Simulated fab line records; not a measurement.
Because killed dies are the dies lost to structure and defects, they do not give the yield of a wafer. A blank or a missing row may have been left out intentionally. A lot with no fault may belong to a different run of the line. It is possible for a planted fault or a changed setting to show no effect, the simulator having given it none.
A struck lot beside a sound one	flow nand_harc	13 out of 1302 route steps
Sound: the wafers L939.3, L939.4, L939.5. Struck: wafer L951.3. The cause comes at the end.
Order at every step that has rows: each side's tool, ch and its chambers, its first start. Under that, the readings that differ: sound wafers	struck wafers	difference of the means	sigmas: that difference in standard deviations of wafers without a fault.
alike: words and numbers the same on both sides, and readings whose means are apart by under 2 such deviations; not compared: readings that were withheld, readings missing a value for some wafer, numbers with overlapping values and no deviation given by the record, and bounds like >300 which may hide the same value.
The two part at a step that has a row with sigmas, a row that says differs or no value, or rows on one side only. Non-overlapping numbers with no deviation appear without sigmas and do not part them. A reading that every wafer of one side lacks parts them only if that side has two wafers or more.

NHARC_A_CHANNEL_FILL_D2_STRIP_28: strips in O2, time 20 s.
  sound on rie_diel-07 ch 2,3, day 15 10:57; struck on rie_diel-13 ch 0, day 20 07:34
reading	sound	struck	difference	sigmas
drypump_motor_current_A (A)	6.1 6.2 6.3	5.1	-1.1	-3
o2_flow_sccm (sccm)	499.0 499.4 499.5	502.5	+3.2	+2
oes_product_au (a.u.)	0.998 1.004 1.002	1.023	+0.022	+2
  alike: rf_vpp_V, showerhead_plenum_p_Torr, throttle_valve_pct
  not compared: rf_hours_counter_h
then, 4 steps without rows for these wafers: NHARC_A_CHANNEL_FILL_D2_PRECLEAN_21 (cleans in dHF, time 30 s); NHARC_A_CHANNEL_FILL_D2_SRD_23; NHARC_A_CHANNEL_FILL_D2_CVD_05 (deposits poly-Si, target thk 5 nm); NHARC_A_CHANNEL_FILL_D2_ANNEAL_22 (time 7200 s).
NHARC_A_CHANNEL_FILL_D2_ALD_25: deposits SiOx, target thk 60 nm, pulse time 10 s, ald cycles 600.
  sound on ald_hk-01 ch 1,2, day 15 23:25; struck on ald_hk-01 ch 2, day 20 20:57
  alike: heater_power_w, precursor_pulse_height_rel
NHARC_A_CHANNEL_FILL_D2_ETCHBACK_08: etches the open film in C4F8, target depth 220 nm, time 110 s.
  sound on rie_diel-09 ch 0,3; struck on rie_diel-13 ch 1
reading	sound	struck	difference	sigmas
oes_product_au (a.u.)	1.02 1.01 1.01	0.91	-0.10	-3
rf_vpp_V (V)	437 437 438	445	+8	+2
  alike: rf_fwd_power_W
  not compared: rf_hours_counter_h
NHARC_A_CHANNEL_FILL_D2_STRIP_29: strips in O2, time 20 s.
  sound on rie_diel-09 ch 0,1,2; struck on rie_diel-13 ch 3
  alike: drypump_motor_current_A, o2_flow_sccm, oes_product_au, rf_vpp_V, showerhead_plenum_p_Torr, throttle_valve_pct
  not compared: rf_hours_counter_h
then, 3 steps without rows for these wafers: NHARC_A_CHANNEL_FILL_D2_PRECLEAN_30 (cleans in dHF, time 30 s); NHARC_A_CHANNEL_FILL_D2_SRD_31; NHARC_A_CHANNEL_FILL_D2_CVD_09 (deposits poly-Si, target thk 150 nm, time 3000 s).
NHARC_A_CHANNEL_FILL_D2_CMP_10: polishes, target thk 150 nm.
  sound on cmp-01 ch 0,2,3, day 16 10:08; struck on cmp-01 ch 3, day 21 07:54
reading	sound	struck	difference	sigmas
time_to_endpoint_s (s)	17.1 13.2 15.7	6.4	-8.9	-4
  alike: edge_zone_pressure_frac, motor_current_A
following that, these wafers have no rows for 1 step: NHARC_END_SORT_01.

== WHERE THEY PART ==
Earliest at NHARC_A_CHANNEL_FILL_D2_STRIP_28; latest, in this record, at NHARC_A_CHANNEL_FILL_D2_CMP_10.

WHY: the cause the simulator had injected
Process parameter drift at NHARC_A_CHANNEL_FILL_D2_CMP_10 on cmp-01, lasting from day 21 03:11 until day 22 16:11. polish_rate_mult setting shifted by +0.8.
